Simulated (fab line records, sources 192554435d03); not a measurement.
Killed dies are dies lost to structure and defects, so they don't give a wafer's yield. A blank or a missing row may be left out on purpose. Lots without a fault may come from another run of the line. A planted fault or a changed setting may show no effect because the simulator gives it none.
fab line records | flow n5_finfet
record lots=11 wafers=33 last_day=18
route steps=1938 shown BEOL_M12@1650 BEOL_M13@1673
lots that met no fault: from a run of the same line without faults
start_h: hours from the record's first day to the start of the lot's first wafer shown | wait_h: hours since the lot's step before | " the same as in the row above | L1.1+2: a row that stands for several wafers | - no value, or no start given | * or withheld: withheld | < > ~ a bound
route shown NAME@n: a module of which the file shows steps, and the number in the route of the first | usual: mean/standard deviation of fault-free wafers | same: alike in all rows | chamber/n: place in a boat | sites: the reading at each site | _std_site: their standard deviation | _edge_site: outer sites' mean less inner sites' | radius_mm: how far each site lies from the wafer's centre | mask NAME#n: copy n | behind: the tool/chamber that last shaped the wafer | hold: why the lot was held/for how many hours/how that ended | device: the transistor (n, p or np) that didn't switch | end of line: the same wafers' tests at the end of the route | a step without rows: its recipe alone | killed: dies lost to structure and defects at the first sort, not the wafer's yield | map: a wafer's dies, x killed, . not, _ none there
set.NAME: the setting as run; set.NAME@STEP: as run at that earlier step | model.NAME: the simulator's own value behind a step, which no gauge read
steps of the route over a sample of lots; a table a step, a row a wafer
services: from which hour (start_h, from the record's first day; less than 0 if before it) a tool's chamber was out of use, for how many hours, and why
## steps
# step N5_BEOL_M12_SPUTTER_45
# recipe material=Cu target_thk_a=800 temp_c=-20 bias_v=60 power_w=26000 chamber_pressure_pa=0.13 time_s=13.33
# usual bias_v=60.0/0.55 chuck_sensor_temp_C=-15.8/0.49 throttle_valve_pct=30.0/1
# columns lot.wafer tool chamber start_h wait_h bias_v chuck_sensor_temp_C throttle_valve_pct
L858.1 pvd_sputter-03 - 266.85 0.0 59.5 -16.5 30.3
L858.3 " - " " 59.4 -16.3 29.7
L858.6 " - " " 60.3 -15.8 28.6
L860.3 pvd_sputter-01 - 285.32 0.0 59.8 -16.9 31.7
L860.4 " - " " 60.3 -15.5 29.5
L860.6 " - " " 59.2 -16.9 31.6
L859.3 pvd_sputter-01 - 286.34 0.0 60.2 -15.5 30.7
L859.4 " - " " 58.4 -15.5 29.1
L859.5 " - " " 59.9 -15.2 30.9
L862.2 pvd_sputter-01 - 289.72 0.0 60.3 -15.8 30.8
L862.3 " - " " 60.0 -16.7 31.7
L862.5 " - " " 61.2 -15.3 30.7
L855.1 pvd_sputter-03 - 296.98 0.0 60.4 -16.5 30.2
L855.5 " - " " 59.9 -15.9 28.6
L855.6 " - " " 60.1 -16.5 30.2
L865.1 pvd_sputter-01 - 307.14 0.0 60.4 -15.3 29.3
L865.2 " - " " 59.9 -15.6 30.6
L865.6 " - " " 60.3 -16.6 32.0
L866.2 pvd_sputter-02 - 308.07 0.0 60.6 -15.2 29.0
L866.3 " - " " 60.9 -15.5 29.9
L866.6 " - " " 60.3 -15.1 28.9
L870.2 pvd_sputter-01 - 353.08 0.0 59.9 -15.3 30.9
L870.3 " - " " 59.9 -16.7 31.9
L870.4 " - " " 60.4 -15.6 29.4
L876.2 pvd_sputter-01 - 392.48 0.0 59.7 -15.5 30.6
L876.3 " - " " 59.6 -15.6 29.1
L876.4 " - " " 60.2 -15.3 30.8
L877.2 pvd_sputter-02 - 396.99 0.0 59.7 -15.7 28.2
L877.3 " - " " 59.6 -15.7 29.9
L877.4 " - " " 59.9 -15.5 29.1
L878.2 pvd_sputter-03 - 397.45 0.0 60.3 -16.4 30.1
L878.4 " - " " 59.5 -16.3 29.9
L878.5 " - " " 61.5 -15.9 28.4
# step N5_BEOL_M13_ETCH_59
# recipe chemistry=N2/H2 target=BARC target_depth_a=890 overetch_a=267 time_s=67.9 ion_energy_ev=200 pressure_mtorr=30 source_w=840 bias_w=150 n2_flow_sccm=200 h2_flow_sccm=200
# usual drypump_motor_current_A=5.8/0.34 oes_product_au=0.70/0.065 rf_fwd_power_W=832/3.4 rf_vpp_V=525.3/2.2 showerhead_plenum_p_Torr=2.59/0.076 throttle_valve_pct=17.89/0.26
# columns lot.wafer tool chamber start_h wait_h drypump_motor_current_A oes_product_au rf_fwd_power_W rf_hours_counter_h rf_vpp_V showerhead_plenum_p_Torr throttle_valve_pct
L858.1 rie_diel-06 3 268.59 0.0 5.9 0.69 833 95 521.0 2.47 18.35
L858.3 " 1 " " 5.9 0.80 829 18 528.7 2.70 17.75
L858.6 " 1 " " 5.9 0.81 832 - 527.9 2.70 17.74
L860.3 rie_diel-06 0 287.41 0.0 5.9 0.71 834 62 525.3 2.58 17.46
L860.4 " 1 " " 5.9 0.79 833 24 529.4 2.70 17.73
L860.6 " 3 " " 5.9 0.69 838 - 522.5 2.46 18.37
L859.3 rie_diel-06 3 288.04 0.0 5.9 0.69 834 100 522.6 2.46 18.35
L859.4 " 0 " " 5.9 0.72 833 62 525.1 2.58 17.46
L859.5 " 3 " " 5.9 0.69 836 - 522.2 2.46 18.37
L862.2 rie_diel-04 3 291.63 0.0 5.4 0.67 829 98 524.5 2.58 17.76
L862.3 " 1 " " 5.8 0.83 831 5 522.6 2.50 17.71
L862.5 " 1 " " 5.8 0.82 834 - 522.8 2.50 17.73
L855.1 rie_diel-06 1 299.53 0.0 5.9 0.79 832 28 527.7 2.69 17.75
L855.5 " 3 " " 5.9 0.69 835 - 522.3 2.46 18.36
L855.6 " 2 " " 5.9 0.62 836 - 526.8 2.64 17.72
L865.1 rie_diel-02 1 309.23 0.0 5.9 0.61 829 188 524.2 2.53 18.28
L865.2 " 3 " " 5.9 0.72 830 78 523.8 2.58 17.85
L865.6 " 3 " " 5.9 0.72 829 - 524.6 2.58 17.85
L866.2 rie_diel-02 2 311.68 0.0 5.3 0.73 833 66 523.6 2.58 17.91
L866.3 " 0 " " 6.5 0.81 830 10 527.6 2.70 17.68
L866.6 " 2 " " 5.3 0.74 828 - 525.7 2.58 17.91
L870.2 rie_diel-02 2 355.07 0.0 5.2 0.72 835 80 525.1 2.58 17.92
L870.3 " 3 " " 5.9 0.70 833 92 525.1 2.57 17.87
L870.4 " 0 " " 6.5 0.78 830 22 530.2 2.69 17.68
L876.2 rie_diel-06 1 394.36 0.0 5.9 0.75 826 57 529.2 2.68 17.80
L876.3 " 0 " " 5.9 0.69 834 94 524.9 2.56 17.52
L876.4 " 2 " " 6.0 0.60 831 - 526.6 2.63 17.75
L877.2 rie_diel-02 1 398.66 0.0 5.9 0.60 831 217 523.8 2.51 18.31
L877.3 " 0 " " 6.5 0.76 829 37 528.2 2.69 17.71
L877.4 " 2 " " 5.3 0.71 833 94 525.7 2.57 17.98
L878.2 rie_diel-04 2 399.20 0.0 5.4 0.62 830 178 526.4 2.65 18.08
L878.4 " 1 " " 5.8 0.77 832 34 522.3 2.49 17.76
L878.5 " 3 " " 5.4 0.66 830 - 523.8 2.56 17.81
# step N5_BEOL_M13_STRIP_64
# recipe chemistry=N2/H2 power_w=1000 temp_c=250 h2_frac=0.65 overash_fraction=0.3 pressure_mtorr=withheld n2_flow_sccm=1750 h2_flow_sccm=3250
# usual drypump_motor_current_A=5.8/0.47 heater_power_w=370/42 oes_product_au=0.714/0.0043 strip_time_to_endpoint_s=31.33/0.074
# columns lot.wafer tool chamber start_h wait_h drypump_motor_current_A heater_power_w oes_product_au rf_hours_counter_h strip_time_to_endpoint_s
L858.1 plasma_asher-02 0 268.94 0.0 6.3 402 0.720 78 31.27
L858.3 " 1 " " 5.2 397 0.716 - 31.18
L858.6 " 1 " " 5.2 395 0.711 - 31.21
L860.3 plasma_asher-01 1 287.78 0.0 6.0 345 0.706 - 31.22
L860.4 " 0 " " 5.7 295 0.714 - 31.20
L860.6 " 1 " " 6.0 334 0.714 - 31.23
L859.3 plasma_asher-02 0 288.40 0.0 6.3 404 0.715 - 31.28
L859.4 " 1 " " 5.2 395 0.714 - 31.22
L859.5 " 1 " " 5.2 396 0.717 - 31.26
L862.2 plasma_asher-02 0 291.98 0.0 6.3 395 0.721 82 31.33
L862.3 " 0 " " 6.3 413 0.715 - 31.31
L862.5 " 1 " " 5.2 391 0.711 - 31.25
L855.1 plasma_asher-02 1 299.88 0.0 5.2 383 0.719 83 31.36
L855.5 " 0 " " 6.3 407 0.716 - 31.43
L855.6 " 1 " " 5.2 396 0.715 - 31.42
L865.1 plasma_asher-02 1 309.58 0.0 5.2 398 0.717 86 31.32
L865.2 " 0 " " 6.3 403 0.714 86 31.25
L865.6 " 0 " " 6.3 392 0.713 - 31.33
L866.2 plasma_asher-02 1 312.03 0.0 5.2 394 0.715 86 31.34
L866.3 " 1 " " 5.2 400 0.717 - 31.29
L866.6 " 0 " " 6.3 404 0.716 - 31.29
L870.2 plasma_asher-02 0 355.48 0.0 6.3 393 0.711 94 31.41
L870.3 " 0 " " 6.3 392 0.703 - 31.33
L870.4 " 1 " " 5.2 394 0.719 - 31.31
L876.2 plasma_asher-02 1 394.70 0.0 5.2 393 0.712 102 31.29
L876.3 " 0 " " 6.3 406 0.718 - 31.42
L876.4 " 1 " " 5.2 401 0.717 - 31.33
L877.2 plasma_asher-01 1 399.01 0.0 6.0 337 0.716 151 31.33
L877.3 " 0 " " 5.7 285 0.714 - 31.44
L877.4 " 1 " " 6.0 340 0.718 - 31.37
L878.2 plasma_asher-02 0 399.54 0.0 6.3 398 0.714 103 31.38
L878.4 " 1 " " 5.2 397 0.715 - 31.36
L878.5 " 0 " " 6.3 408 0.718 - 31.38
# step N5_BEOL_M13_COAT_22
# recipe spin_rpm=2888 resist_thk_nm=300
# usual spin_speed_rpm=2888.0/2.1
# columns lot.wafer tool chamber start_h wait_h spin_speed_rpm
L858.1 litho_track-01 0 269.13 - 2882.7
L858.3 " 0 " " 2884.3
L858.6 " 0 " " 2884.3
L860.3 litho_track-01 0 287.98 - 2888.3
L860.4 " 0 " " 2887.9
L860.6 " 0 " " 2886.6
L859.3 litho_track-01 0 288.58 - 2888.2
L859.4 " 0 " " 2888.4
L859.5 " 0 " " 2884.8
L862.2 litho_track-01 0 292.21 - 2889.0
L862.3 " 0 " " 2884.6
L862.5 " 0 " " 2891.2
L855.1 litho_track-03 0 300.11 - 2888.0
L855.5 " 0 " " 2890.0
L855.6 " 0 " " 2892.3
L865.1 litho_track-01 0 309.78 - 2887.3
L865.2 " 0 " " 2890.0
L865.6 " 0 " " 2884.7
L866.2 litho_track-03 0 312.22 - 2887.8
L866.3 " 0 " " 2885.8
L866.6 " 0 " " 2888.8
L870.2 litho_track-01 0 355.67 - 2889.2
L870.3 " 0 " " 2884.0
L870.4 " 0 " " 2891.3
L876.2 litho_track-03 0 394.89 - 2699.6
L876.3 " 0 " " 2700.3
L876.4 " 0 " " 2701.0
L877.2 litho_track-03 0 399.20 - 2704.6
L877.3 " 0 " " 2702.2
L877.4 " 0 " " 2702.9
L878.2 litho_track-02 0 399.73 - 2889.8
L878.4 " 0 " " 2890.2
L878.5 " 0 " " 2886.7
## services
# columns tool chamber start_h hours kind
rie_diel-04 1 256.49 - clean
rie_diel-04 1 256.49 - consumable_replace:focus_ring
rie_diel-04 1 256.49 17.6 scheduled_down
rie_diel-04 1 256.49 17.6 vent_cycle
rie_diel-06 1 256.96 4.2 repair
litho_track-03 - 257.94 - consumable_replace:filter
rie_diel-02 0 265.89 - clean
rie_diel-02 0 265.89 - consumable_replace:focus_ring
rie_diel-02 0 265.89 - consumable_replace:showerhead
rie_diel-02 0 265.89 15.8 scheduled_down
rie_diel-02 0 265.89 15.8 vent_cycle
rie_diel-06 - 301.29 2.1 repair
litho_track-01 - 307.21 - consumable_replace:filter
pvd_sputter-03 - 350.34 3.1 repair
rie_diel-02 - 350.76 0.6 repair
rie_diel-04 - 369.49 0.5 repair
rie_diel-06 3 382.22 3.5 repair
plasma_asher-01 - 386.02 5.7 pm
rie_diel-06 3 387.36 10.5 repair
## key
first_sign step=N5_BEOL_M13_COAT_22 reading=spin_speed_rpm direction=down sigmas=89 usual=* struck=*
effect none on later readings
met_at N5_BEOL_M13_COAT_22
struck_lots L876,L877
not_acting_at N5_BEOL_M12_SPUTTER_45,N5_BEOL_M13_ETCH_59,N5_BEOL_M13_STRIP_64
onset_between 312.22 394.89
fault kind=process_parameter_drift tool=litho_track-03 chamber=- onset_h=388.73 steps=N5_BEOL_M13_COAT_22 channel=spin_rpm offset=* shape=step end_h=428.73 acts_in=* stated=*
